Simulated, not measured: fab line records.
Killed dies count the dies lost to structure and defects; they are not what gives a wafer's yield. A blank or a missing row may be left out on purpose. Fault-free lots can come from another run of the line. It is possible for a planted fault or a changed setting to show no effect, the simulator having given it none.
fab line records	flow n5_finfet	part 1 of 2: steps 1 to 4 of 6
record: lots: 22	wafers: 66	last_day: 17
route steps=1938 shown BEOL_M8@1376 BEOL_M9@1415
lots that met no fault: from a run of the same line without faults
start_h: the number of hours between the record's first day and the start of the first shown wafer of the lot	wait_h: hours since the lot's step before	" same as the row above	L1.1+2: one row covering several wafers at once	- no value, or no start given	* or withheld: withheld	< > ~ a bound
route shown NAME@n: names a module that has steps shown in the file, with the first one's number in the route	usual: the fault-free wafers' mean and standard deviation	same: alike in all rows	chamber/n: place in a boat	sites: the reading at each site	_std_site: standard deviation across them	_edge_site: mean of outer sites minus mean of inner sites	radius_mm: for every site, how far away it sits from the centre of the wafer	mask NAME#n: copy n	behind: the most recent tool/chamber to have shaped the wafer	hold: what put the lot on hold/how long, in hours/how the hold closed	device: names the non-switching transistor (n, p or np)	end of line: the tests these same wafers got at the end of their route	a step without rows: its recipe alone	killed: the dies lost at the first sort to structure and to defects; this is not the yield of the wafer	map: shows each die of a wafer: x if killed, . if not, _ if none is there
set.NAME: the setting that was run; set.NAME@STEP: the one run at that earlier step	model.NAME: the simulator's own value behind a step, which no gauge read
steps of the route over a sample of lots; a table a step, a row a wafer
services: from which hour (start_h, from the record's first day; less than 0 if before it) a tool's chamber was out of use, for how many hours, and why
== steps ==
step: N5_BEOL_M8_STRIP_36
recipe: chemistry: N2/H2	power_w: 450	temp_c: 40	pressure_mtorr: 20	rf_frequency_hz: 6e+07	overash_fraction: 0.3	bias_power_w: 7	h2_frac: 0.5	n2_flow_sccm: 200	h2_flow_sccm: 200
usual: drypump_motor_current_A: 5.8/0.53	oes_product_au: 0.80/0.08	rf_vpp_V: 59.1/1.4	showerhead_plenum_p_Torr: 2.53/0.082	throttle_valve_pct: 23.7/0.3
lot.wafer	tool	chamber	start_h	wait_h	drypump_motor_current_A	oes_product_au	rf_hours_counter_h	rf_vpp_V	showerhead_plenum_p_Torr	throttle_valve_pct
L074.2	rie_diel-02	2	203.70	0.0	6.5	0.83	91	57.9	2.57	23.8
L074.5	"	3	"	"	5.1	0.67	-	58.8	2.51	24.3
L074.6	"	2	"	"	6.5	0.83	-	60.9	2.57	23.8
L077.1	rie_diel-02	1	205.05	0.0	5.5	0.68	218	59.3	2.63	23.9
L077.3	"	2	"	"	6.5	0.82	91	57.8	2.57	23.8
L077.5	"	2	"	"	6.5	0.82	-	59.5	2.57	23.8
L076.2	rie_diel-02	2	211.95	0.0	6.5	0.82	94	60.9	2.57	23.7
L076.4	"	0	"	"	5.3	0.87	36	59.0	2.49	23.5
L076.6	"	3	"	"	5.1	0.66	-	58.5	2.51	24.4
L079.1	rie_diel-06	2	232.31	0.0	6.0	0.70	178	59.1	2.42	23.3
L079.4	"	3	"	"	4.9	0.78	112	55.8	2.56	24.1
L079.6	"	1	"	"	5.7	0.71	-	58.9	2.64	24.1
L080.1	rie_diel-04	0	232.98	0.0	6.5	0.95	10	59.5	2.48	23.3
L080.3	"	3	"	"	6.0	0.82	80	61.9	2.68	23.6
L080.6	"	1	"	"	5.9	0.91	-	58.7	2.49	23.6
L078.1	rie_diel-06	0	236.11	0.0	6.8	0.77	130	58.7	2.44	23.2
L078.3	"	3	"	"	4.9	0.79	114	59.5	2.56	24.1
L078.6	"	2	"	"	5.9	0.71	-	57.7	2.42	23.4
L081.1	rie_diel-04	1	238.92	0.0	5.9	0.90	25	58.8	2.49	23.6
L081.4	"	3	"	"	6.0	0.83	83	58.7	2.68	23.6
L081.6	"	3	"	"	6.0	0.82	-	60.7	2.68	23.6
L082.1	rie_diel-06	1	246.30	0.0	5.7	0.74	166	62.2	2.64	24.1
L082.4	"	2	"	"	5.9	0.70	182	57.2	2.42	23.4
L082.6	"	2	"	"	5.9	0.70	-	62.2	2.42	23.4
L083.1	rie_diel-02	2	246.34	0.0	6.5	0.81	106	58.6	2.56	23.8
L083.2	"	0	"	"	5.3	0.86	48	56.6	2.48	23.5
L083.4	"	3	"	"	5.1	0.65	248	54.9	2.51	24.4
L084.3	rie_diel-06	1	254.79	0.0	5.8	0.72	168	60.5	2.64	24.1
L084.5	"	1	"	"	5.7	0.73	-	60.9	2.64	24.1
L084.6	"	2	"	"	5.9	0.70	-	58.5	2.42	23.4
L086.1	rie_diel-04	1	272.61	0.0	5.9	0.89	37	58.7	2.48	23.6
L086.2	"	2	"	"	5.9	0.79	105	56.9	2.45	23.8
L086.4	"	3	"	"	6.0	0.82	94	58.9	2.67	23.6
L087.2	rie_diel-04	2	280.88	0.0	5.8	0.79	109	60.0	2.45	23.8
L087.5	"	2	"	"	5.9	0.78	-	60.6	2.45	23.8
L087.6	"	3	"	"	6.0	0.79	-	60.5	2.67	23.6
L088.2	rie_diel-04	2	287.47	0.0	5.9	0.78	110	58.8	2.45	23.8
L088.3	"	1	"	"	5.9	0.89	42	60.2	2.48	23.6
L088.5	"	3	"	"	6.0	0.80	-	61.2	2.67	23.6
L090.1	rie_diel-04	0	287.91	0.0	6.5	0.90	30	59.2	2.48	23.3
L090.3	"	2	"	"	5.9	0.79	111	58.2	2.45	23.8
L090.6	"	3	"	"	6.0	0.79	-	59.0	2.67	23.6
L089.2	rie_diel-02	3	295.92	0.0	5.1	0.95	10	58.8	2.50	24.1
L089.3	"	0	"	"	5.3	0.82	72	61.3	2.47	23.6
L089.6	"	3	"	"	5.1	0.95	-	61.1	2.50	24.1
L091.4	rie_diel-06	2	296.90	0.0	5.9	0.69	199	57.8	2.41	23.4
L091.5	"	3	"	"	4.9	0.76	-	58.5	2.55	24.1
L091.6	"	2	"	"	5.9	0.69	-	57.1	2.41	23.4
L092.1	rie_diel-02	0	307.69	0.0	5.2	0.82	78	59.0	2.47	23.6
L092.4	"	3	"	"	5.1	0.94	15	60.2	2.50	24.2
L092.6	"	0	"	"	5.3	0.82	-	58.9	2.47	23.6
L093.1	rie_diel-02	3	318.25	0.0	5.1	0.92	20	60.2	2.50	24.2
L093.4	"	2	"	"	6.5	0.77	140	58.3	2.55	23.8
L093.5	"	1	"	"	5.5	0.96	-	58.9	2.61	23.6
L094.2	rie_diel-04	1	320.50	0.0	5.9	0.85	53	57.1	2.47	23.6
L094.3	"	3	"	"	6.0	0.79	112	57.7	2.66	23.6
L094.4	"	0	"	"	6.5	0.88	40	57.5	2.47	23.3
L095.1	rie_diel-02	0	323.47	0.0	5.3	0.81	83	59.0	2.47	23.6
L095.3	"	1	"	"	5.5	0.94	10	59.7	2.61	23.7
L095.4	"	3	"	"	5.1	0.92	21	60.6	2.50	24.1
L096.2	rie_diel-06	0	334.84	0.0	6.8	0.73	165	60.8	2.43	23.3
L096.3	"	2	"	"	5.9	0.68	212	59.9	2.41	23.4
L096.6	"	0	"	"	6.8	0.73	-	57.4	2.43	23.3
L097.1	rie_diel-04	0	338.25	0.0	6.5	0.88	47	59.2	2.47	23.4
L097.4	"	2	"	"	5.9	0.77	129	58.8	2.44	23.8
L097.5	"	1	"	"	5.9	0.84	-	60.5	2.47	23.6
step: N5_BEOL_M8_STRIP_80
recipe: chemistry: N2/H2	time_s: 10	power_w: 450	temp_c: 40	pressure_mtorr: 20	rf_frequency_hz: 6e+07	bias_power_w: 7	n2_flow_sccm: 200	h2_flow_sccm: 200
usual: drypump_motor_current_A: 5.8/0.54	oes_product_au: 0.80/0.078	rf_vpp_V: 59.2/0.97	showerhead_plenum_p_Torr: 2.53/0.082	throttle_valve_pct: 23.7/0.31
lot.wafer	tool	chamber	start_h	wait_h	drypump_motor_current_A	oes_product_au	rf_hours_counter_h	rf_vpp_V	showerhead_plenum_p_Torr	throttle_valve_pct
L074.2	rie_diel-02	2	-	-	6.5	0.83	91	58.8	2.57	23.8
L074.5	"	3	"	"	5.1	0.67	-	59.3	2.51	24.4
L074.6	"	2	"	"	6.5	0.82	-	59.5	2.57	23.8
L077.1	rie_diel-02	1	-	-	5.5	0.70	218	58.2	2.63	24.0
L077.3	"	2	"	"	6.5	0.83	91	60.6	2.57	23.8
L077.5	"	2	"	"	6.5	0.82	-	58.6	2.57	23.8
L076.2	rie_diel-02	2	-	-	6.5	0.82	94	58.9	2.56	23.8
L076.4	"	0	"	"	5.3	0.87	36	58.4	2.49	23.5
L076.6	"	3	"	"	5.1	0.65	-	59.5	2.51	24.4
L079.1	rie_diel-06	2	-	-	6.0	0.72	178	56.8	2.42	23.3
L079.4	"	3	"	"	4.9	0.79	112	59.2	2.56	24.1
L079.6	"	1	"	"	5.7	0.73	-	60.1	2.64	24.1
L080.1	rie_diel-04	0	-	-	6.5	0.94	10	59.7	2.48	23.3
L080.3	"	3	"	"	6.1	0.82	80	60.5	2.68	23.6
L080.6	"	1	"	"	5.9	0.90	-	59.3	2.49	23.6
L078.1	rie_diel-06	0	-	-	6.9	0.77	130	58.7	2.44	23.3
L078.3	"	3	"	"	4.9	0.79	114	60.7	2.56	24.1
L078.6	"	2	"	"	6.0	0.71	-	58.5	2.42	23.4
L081.1	rie_diel-04	1	-	-	5.9	0.90	25	59.8	2.49	23.6
L081.4	"	3	"	"	6.0	0.82	83	60.1	2.68	23.6
L081.6	"	3	"	"	6.0	0.82	-	59.6	2.68	23.6
L082.1	rie_diel-06	1	-	-	5.7	0.73	166	59.7	2.64	24.1
L082.4	"	2	"	"	6.0	0.71	182	58.5	2.42	23.4
L082.6	"	2	"	"	6.0	0.71	-	58.7	2.42	23.4
L083.1	rie_diel-02	2	-	-	6.5	0.80	107	59.4	2.56	23.8
L083.2	"	0	"	"	5.3	0.86	48	59.1	2.48	23.5
L083.4	"	3	"	"	5.1	0.65	248	59.5	2.51	24.4
L084.3	rie_diel-06	1	-	-	5.7	0.72	169	60.2	2.64	24.1
L084.5	"	1	"	"	5.7	0.72	-	58.9	2.64	24.1
L084.6	"	2	"	"	5.9	0.70	-	60.6	2.42	23.4
L086.1	rie_diel-04	1	-	-	5.9	0.89	37	58.4	2.48	23.6
L086.2	"	2	"	"	5.9	0.80	105	58.0	2.45	23.8
L086.4	"	3	"	"	6.0	0.81	94	60.2	2.67	23.6
L087.2	rie_diel-04	2	-	-	5.8	0.79	109	59.8	2.45	23.8
L087.5	"	2	"	"	5.8	0.79	-	58.2	2.45	23.8
L087.6	"	3	"	"	6.0	0.80	-	57.7	2.67	23.6
L088.2	rie_diel-04	2	-	-	5.8	0.79	111	57.6	2.45	23.8
L088.3	"	1	"	"	5.9	0.87	42	58.2	2.48	23.6
L088.5	"	3	"	"	6.0	0.79	-	59.6	2.67	23.6
L090.1	rie_diel-04	0	-	-	6.5	0.90	30	59.9	2.48	23.3
L090.3	"	2	"	"	5.9	0.79	111	57.0	2.45	23.8
L090.6	"	3	"	"	6.0	0.79	-	62.1	2.67	23.6
L089.2	rie_diel-02	3	-	-	5.1	0.95	10	58.6	2.50	24.1
L089.3	"	0	"	"	5.3	0.82	72	57.5	2.47	23.6
L089.6	"	3	"	"	5.1	0.95	-	59.5	2.50	24.1
L091.4	rie_diel-06	2	-	-	5.9	0.71	199	59.0	2.41	23.4
L091.5	"	3	"	"	4.9	0.77	-	61.7	2.55	24.1
L091.6	"	2	"	"	5.9	0.69	-	59.0	2.41	23.4
L092.1	rie_diel-02	0	-	-	5.2	0.81	78	57.3	2.47	23.6
L092.4	"	3	"	"	5.1	0.93	15	61.1	2.50	24.1
L092.6	"	0	"	"	5.3	0.81	-	59.4	2.47	23.6
L093.1	rie_diel-02	3	-	-	5.1	0.92	20	60.0	2.50	24.1
L093.4	"	2	"	"	6.5	0.78	140	58.1	2.55	23.8
L093.5	"	1	"	"	5.5	0.95	-	60.4	2.61	23.7
L094.2	rie_diel-04	1	-	-	5.9	0.86	53	58.1	2.47	23.6
L094.3	"	3	"	"	6.0	0.78	112	59.9	2.66	23.6
L094.4	"	0	"	"	6.5	0.88	40	59.7	2.47	23.3
L095.1	rie_diel-02	0	-	-	5.2	0.82	84	58.6	2.47	23.6
L095.3	"	1	"	"	5.5	0.95	10	60.0	2.61	23.7
L095.4	"	3	"	"	5.1	0.93	21	59.3	2.50	24.1
L096.2	rie_diel-06	0	-	-	6.8	0.73	165	58.7	2.43	23.3
L096.3	"	2	"	"	5.9	0.68	212	58.2	2.41	23.4
L096.6	"	0	"	"	6.8	0.73	-	57.7	2.43	23.3
L097.1	rie_diel-04	0	-	-	6.5	0.87	47	59.3	2.47	23.3
L097.4	"	2	"	"	5.9	0.77	129	59.1	2.44	23.8
L097.5	"	1	"	"	6.0	0.84	-	58.5	2.47	23.6
step: N5_BEOL_M8_ANNEAL_51
recipe: temp_c: 225	time_s: 90	ambient: N2
usual: anneal_temp_c: 224.95/0.17	wafer_temp_C_max: 225.88/0.23
lot.wafer	tool	chamber	start_h	wait_h	anneal_temp_c	wafer_temp_C_max
L074.2	rtp_anneal-01	0	205.80	0.3	224.90	226.05
L074.5	"	0	"	"	224.98	225.88
L074.6	"	0	"	"	224.88	225.92
L077.1	rtp_anneal-02	0	207.18	0.5	225.32	226.17
L077.3	"	0	"	"	225.00	226.19
L077.5	"	0	"	"	225.15	226.03
L076.2	rtp_anneal-01	0	214.05	0.1	224.76	226.24
L076.4	"	0	"	"	224.81	225.82
L076.6	"	0	"	"	224.92	226.18
L079.1	rtp_anneal-02	0	234.58	0.2	225.18	226.00
L079.4	"	0	"	"	225.27	225.77
L079.6	"	0	"	"	225.17	226.07
L080.1	rtp_anneal-01	0	234.63	0.1	225.00	225.71
L080.3	"	0	"	"	225.05	226.19
L080.6	"	0	"	"	225.11	226.19
L078.1	rtp_anneal-02	0	238.12	0.3	225.11	225.56
L078.3	"	0	"	"	225.13	225.62
L078.6	"	0	"	"	225.05	225.72
L081.1	rtp_anneal-02	0	242.38	0.2	224.90	225.80
L081.4	"	0	"	"	224.83	225.89
L081.6	"	0	"	"	224.92	226.00
L082.1	rtp_anneal-02	0	248.14	0.1	225.14	225.50
L082.4	"	0	"	"	224.91	226.12
L082.6	"	0	"	"	224.98	225.42
L083.1	rtp_anneal-01	0	248.43	0.3	224.78	225.62
L083.2	"	0	"	"	224.76	225.97
L083.4	"	0	"	"	225.05	225.80
L084.3	rtp_anneal-01	0	258.55	0.1	225.12	225.86
L084.5	"	0	"	"	224.95	225.81
L084.6	"	0	"	"	224.83	225.79
L086.1	rtp_anneal-02	0	275.48	0.7	224.85	225.43
L086.2	"	0	"	"	224.92	225.79
L086.4	"	0	"	"	224.89	225.83
L087.2	rtp_anneal-02	0	283.66	0.5	225.00	225.62
L087.5	"	0	"	"	225.03	226.07
L087.6	"	0	"	"	225.05	225.98
L088.2	rtp_anneal-02	0	289.49	0.2	224.68	226.35
L088.3	"	0	"	"	224.89	225.55
L088.5	"	0	"	"	225.01	225.95
L090.1	rtp_anneal-02	0	290.17	0.2	224.93	225.91
L090.3	"	0	"	"	224.95	226.10
L090.6	"	0	"	"	224.73	225.71
L089.2	rtp_anneal-01	0	298.26	0.4	224.97	225.39
L089.3	"	0	"	"	225.33	225.85
L089.6	"	0	"	"	224.97	225.64
L091.4	rtp_anneal-01	0	299.01	0.5	224.88	225.63
L091.5	"	0	"	"	224.59	225.78
L091.6	"	0	"	"	224.97	225.92
L092.1	rtp_anneal-02	0	309.73	0.1	224.87	226.01
L092.4	"	0	"	"	225.18	226.19
L092.6	"	0	"	"	225.07	226.02
L093.1	rtp_anneal-01	0	320.69	0.9	225.06	225.41
L093.4	"	0	"	"	225.01	225.64
L093.5	"	0	"	"	225.01	225.55
L094.2	rtp_anneal-01	0	324.53	0.1	224.98	225.99
L094.3	"	0	"	"	224.96	226.13
L094.4	"	0	"	"	225.03	225.69
L095.1	rtp_anneal-01	0	326.05	0.4	225.10	226.10
L095.3	"	0	"	"	224.98	225.90
L095.4	"	0	"	"	224.98	225.86
L096.2	rtp_anneal-01	0	337.43	0.2	224.85	225.68
L096.3	"	0	"	"	225.14	225.44
L096.6	"	0	"	"	224.93	226.14
L097.1	rtp_anneal-02	0	341.59	0.1	225.07	226.06
L097.4	"	0	"	"	224.97	225.62
L097.5	"	0	"	"	224.87	225.58
step: N5_BEOL_M8_CMP_52
recipe: stop_on: SiCOH_lowk	t_overpolish_s: 6.9	down_force_psi: 1	platen_rpm: 50	clearing_platen_down_force_psi: 1.5	clearing_platen_rpm: 50	post_cmp_clean: cu_alkaline	target_thk_nm: 80	clearing_platen_pad_velocity_m_s: 0.99484	pad_velocity_m_s: 0.99484
usual: barrier_field_endpoint_s: 29.0/0.6	clearing_platen_rpm: 49.998/0.025	edge_zone_pressure_frac: 1.000/0.005	motor_current_A: 6.1/0.61	overpolish_run_s: 6.900/0.0099	time_to_endpoint_s: 62.7/2.3
lot.wafer	tool	chamber	start_h	wait_h	barrier_field_endpoint_s	clearing_platen_rpm	edge_zone_pressure_frac	motor_current_A	overpolish_run_s	time_to_endpoint_s
L074.2	cmp-04	2	206.07	0.2	29.3	49.961	1.002	6.9	6.903	64.1
L074.5	"	2	"	"	29.1	50.008	0.997	7.0	6.897	63.2
L074.6	"	3	"	"	29.0	49.978	1.001	6.3	6.913	65.1
L077.3	cmp-02	2	207.49	0.2	27.9	49.995	1.012	5.4	6.901	63.4
L077.1	"	0	"	"	28.5	49.972	0.998	6.0	6.923	60.3
L077.5	"	2	"	"	28.5	50.003	1.008	5.4	6.895	60.5
L076.2	cmp-02	3	214.34	0.2	28.3	49.980	0.994	6.6	6.919	61.2
L076.4	"	0	"	"	28.5	50.031	0.995	5.9	6.912	59.8
L076.6	"	3	"	"	28.9	49.974	0.993	6.4	6.894	60.4
L079.1	cmp-03	0	234.88	0.3	30.1	49.984	0.991	5.9	6.894	64.5
L079.4	"	1	"	"	29.8	50.039	1.002	5.9	6.893	63.1
L079.6	"	1	"	"	29.8	50.019	1.000	5.8	6.898	63.7
L080.1	cmp-04	3	234.93	0.3	28.8	49.987	0.987	6.1	6.905	62.3
L080.3	"	0	"	"	29.0	50.003	1.005	6.5	6.906	63.0
L080.6	"	0	"	"	29.0	50.010	0.999	6.4	6.911	62.8
L078.3	cmp-02	3	238.42	0.2	28.4	49.985	0.992	6.5	6.893	61.4
L078.1	"	2	"	"	28.2	50.009	1.007	5.3	6.914	62.8
L078.6	"	0	"	"	29.1	49.967	1.005	5.8	6.887	61.4
L081.4	cmp-02	3	242.71	0.2	29.2	50.007	0.997	6.1	6.891	60.7
L081.1	"	0	"	"	28.7	49.988	0.999	5.8	6.911	57.2
L081.6	"	3	"	"	29.2	50.001	1.001	6.3	6.911	61.7
L082.1	cmp-04	0	248.47	0.3	27.7	49.978	0.998	6.0	6.895	60.2
L082.4	"	2	"	"	29.9	49.998	1.003	6.8	6.902	62.3
L082.6	"	0	"	"	28.2	49.978	1.000	6.5	6.898	60.7
L083.4	cmp-04	3	248.73	0.1	29.9	50.014	0.998	5.9	6.907	65.4
L083.1	"	1	"	"	28.5	50.074	0.999	7.8	6.891	59.3
L083.2	"	2	"	"	28.3	50.001	1.002	7.1	6.912	62.8
L084.3	cmp-02	2	258.87	0.3	28.7	49.992	1.004	5.1	6.887	63.6
L084.6	"	3	"	"	29.5	50.000	0.998	6.2	6.915	59.2
L084.5	"	0	"	"	29.8	49.949	0.998	6.2	6.897	61.1
L086.4	cmp-02	2	275.78	0.1	27.8	50.012	1.008	5.6	6.925	58.2
L086.1	"	3	"	"	28.5	50.010	0.992	6.3	6.900	63.3
L086.2	"	1	"	"	28.8	50.040	1.001	5.6	6.894	63.1
L087.2	cmp-02	0	284.06	0.4	28.3	50.004	1.002	5.6	6.913	59.3
L087.5	"	2	"	"	29.1	49.966	1.003	5.4	6.889	60.0
L087.6	"	3	"	"	29.4	49.980	0.999	6.2	6.891	61.9
L088.3	cmp-02	2	289.78	0.2	29.5	49.992	1.009	5.4	6.886	64.0
L088.2	"	3	"	"	28.6	50.004	1.002	6.4	6.901	62.7
L088.5	"	2	"	"	29.8	49.998	1.006	5.8	6.898	65.2
L090.3	cmp-03	2	290.54	0.2	29.5	49.987	1.000	5.7	6.894	64.8
L090.1	"	3	"	"	29.3	50.016	1.002	6.6	6.904	65.4
L090.6	"	1	"	"	29.3	50.015	1.006	6.0	6.888	63.9
L089.2	cmp-02	3	298.59	0.3	27.6	49.996	1.005	6.4	6.898	60.2
L089.3	"	0	"	"	28.4	49.990	0.998	5.8	6.901	60.3
L089.6	"	1	"	"	28.1	49.985	1.001	5.3	6.904	57.9
L091.4	cmp-03	2	299.29	0.2	29.1	49.992	1.002	6.2	6.891	62.9
L091.6	"	3	"	"	29.0	49.948	1.007	6.7	6.902	67.1
L091.5	"	0	"	"	30.0	50.009	1.005	5.2	6.904	67.9
L092.4	cmp-03	3	310.11	0.2	29.3	49.994	1.010	6.5	6.915	62.3
L092.1	"	0	"	"	28.5	50.019	0.998	5.5	6.880	62.9
L092.6	"	1	"	"	28.9	50.024	0.999	5.8	6.900	61.5
L093.1	cmp-03	3	321.18	0.4	29.5	49.985	1.004	6.5	6.887	64.7
L093.4	"	0	"	"	29.5	50.038	0.999	5.5	6.903	63.2
L093.5	"	3	"	"	29.2	49.984	0.999	6.6	6.893	63.6
L094.2	cmp-04	0	324.78	0.2	29.4	49.980	1.007	6.0	6.910	63.5
L094.4	"	1	"	"	29.2	50.008	0.999	8.1	6.891	64.7
L094.3	"	2	"	"	30.0	49.974	1.000	7.3	6.895	65.7
L095.1	cmp-02	2	326.35	0.3	29.8	49.983	0.991	5.7	6.903	65.0
L095.4	"	3	"	"	28.8	49.998	1.007	6.4	6.874	63.9
L095.3	"	1	"	"	28.7	49.943	0.998	5.8	6.891	64.2
L096.2	cmp-02	0	337.94	0.4	28.3	50.004	0.994	5.8	6.903	60.3
L096.3	"	2	"	"	28.9	50.043	1.002	5.6	6.908	61.3
L096.6	"	0	"	"	28.5	49.968	1.002	6.0	6.879	60.8
L097.1	cmp-03	3	341.92	0.3	29.8	49.988	0.993	6.8	6.897	67.0
L097.4	"	1	"	"	29.4	50.026	0.993	6.2	6.909	64.6
L097.5	"	3	"	"	29.2	50.021	0.995	7.0	6.906	63.2
